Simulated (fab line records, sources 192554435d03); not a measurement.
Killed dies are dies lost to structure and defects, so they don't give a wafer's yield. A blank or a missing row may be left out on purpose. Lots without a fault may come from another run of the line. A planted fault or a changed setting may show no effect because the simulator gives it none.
Split-lot experiment | flow n5_finfet | 7 lots, 21 wafers read, on a route of 1938 steps

THE SPLIT
At N5_BEOL_M7_COAT_64 (time 60 s, resist thk 12 nm), the setting spin_rpm was moved away from the recipe's 1500 rpm on 6 of the 21 wafers read, by -11.0% to +5.8%. The other wafers ran this setting at the recipe's value.

FROM THE SPLIT TO THE READING: what the file shows between them, 5 steps
- N5_BEOL_M7_COAT_71: time 60 s, resist thk 5 nm (also split here: spin_rpm)
- N5_BEOL_M7_COAT_22: resist thk 30 nm
- N5_BEOL_M7_EBR_24
- N5_BEOL_M7_DESCUM_33: chemistry O2, time 7 s
- N5_BEOL_M7_ETCH_72: etches underlayer in N2/H2, target depth 6.5 nm, time 5.2 s

THE READING
etch.depth_nm (the simulator's own value, which no gauge read), in nm, at N5_BEOL_M7_ETCH_65 (etches SiARC in CF4, target depth 15.6 nm, time 26 s). The file gives no usual value for it. The 15 wafers here that ran the recipe average 12.01 nm, standard deviation 0.028 nm.

wafer  | tool, chamber at the split | spin_rpm as run, rpm | against the recipe | etch.depth_nm, nm | against lot-mates on the recipe
L074.3 | litho_track-04, 0          | 1335                 | -11.0%             | 12.71             | +0.67
L074.4 | litho_track-04, 0          | 1500                 | recipe             | 12.04             | -
L074.6 | litho_track-04, 0          | 1335                 | -11.0%             | 12.76             | +0.72
L077.1 | litho_track-04, 0          | 1500                 | recipe             | 12.06             | -
L077.4 | litho_track-04, 0          | 1500                 | recipe             | 12.03             | -
L077.5 | litho_track-04, 0          | 1500                 | recipe             | 12.05             | -
L080.1 | litho_track-02, 0          | 1500                 | recipe             | 11.98             | -
L080.4 | litho_track-02, 0          | 1587                 | +5.8%              | 11.64             | -0.35
L080.5 | litho_track-02, 0          | 1500                 | recipe             | 12                | -
L081.1 | litho_track-01, 0          | 1500                 | recipe             | 12.01             | -
L081.2 | litho_track-01, 0          | 1500                 | recipe             | 11.99             | -
L081.3 | litho_track-01, 0          | 1500                 | recipe             | 12                | -
L085.1 | litho_track-02, 0          | 1445                 | -3.7%              | 12.21             | +0.25
L085.4 | litho_track-02, 0          | 1500                 | recipe             | 11.97             | -
L085.6 | litho_track-02, 0          | 1500                 | recipe             | 11.96             | -
L093.2 | litho_track-02, 0          | 1500                 | recipe             | 12.01             | -
L093.4 | litho_track-02, 0          | 1500                 | recipe             | 12.02             | -
L093.5 | litho_track-02, 0          | 1500                 | recipe             | 11.99             | -
L097.1 | litho_track-02, 0          | 1374                 | -8.4%              | 12.56             | +0.57
L097.2 | litho_track-02, 0          | 1374                 | -8.4%              | 12.58             | +0.59
L097.6 | litho_track-02, 0          | 1500                 | recipe             | 11.99             | -

THE FIT
A straight line over all 21 wafers: etch.depth_nm changes by -0.0659 nm for each +1% of spin_rpm; r = -1.00; the points scatter about the line by 0.028 nm.
The same after taking each lot's own level away (the mean of its wafers on the recipe; 21 wafers): -0.0647 nm for each +1%; r = -1.00; scatter 0.019 nm.
On that fit, the largest move of spin_rpm shifts the reading by 0.71 nm.
The lots' own levels span 11.965 to 12.047 nm, that is 2.9 times the standard deviation above.
So the lot-to-lot level changes the slope little: the two slopes agree.
Check: with one of the wafers moved furthest among these (-11.0%) left out of the fit, the line predicts +0.733 nm for it against its lot-mates. It came out at +0.67 nm against them.

OTHER SPLITS ON THESE WAFERS
These wafers also went through other splits before the reading. Each is held against what the fit with the lots' levels taken away leaves over:
other split on the same wafers     | wafers away from the commonest value | r with etch.depth_nm (lot level and that fit taken away)
N5_BEOL_M4_DESCUM_16 time_s        | 10                                   | +0.38
N5_BEOL_M4_DESCUM_33 time_s        | 7                                    | -0.16
N5_BEOL_M4_ALD_98 temp_c           | 8                                    | +0.02
N5_BEOL_M5_ETCH_68 time_s          | 11                                   | -0.24
N5_BEOL_M5_TRENCH_ETCH_37 source_w | 5                                    | -0.09
N5_BEOL_M7_COAT_71 spin_rpm        | 9                                    | -0.07

THE WHOLE CHAIN: every reading that the file lists as answering this split, in the file's order
step               | what it does                                         | reading                                                                          | change (the file's fit)                | r (the file's)
N5_BEOL_M7_COAT_64 | time 60 s, resist thk 12 nm                          | SiARC_of_BEOL_M7_COAT_64.thk_nm (the simulator's own value, which no gauge read) | -0.0708 nm for each +1% of the setting | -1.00
N5_BEOL_M7_ETCH_65 | etches SiARC in CF4, target depth 15.6 nm, time 26 s | etch.depth_nm (the simulator's own value, which no gauge read)                   | -0.0649 nm for each +1% of the setting | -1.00

THE FILE'S OWN FIT
etch.depth_nm changes by -0.0649 nm for each +1% of spin_rpm, r = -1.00.
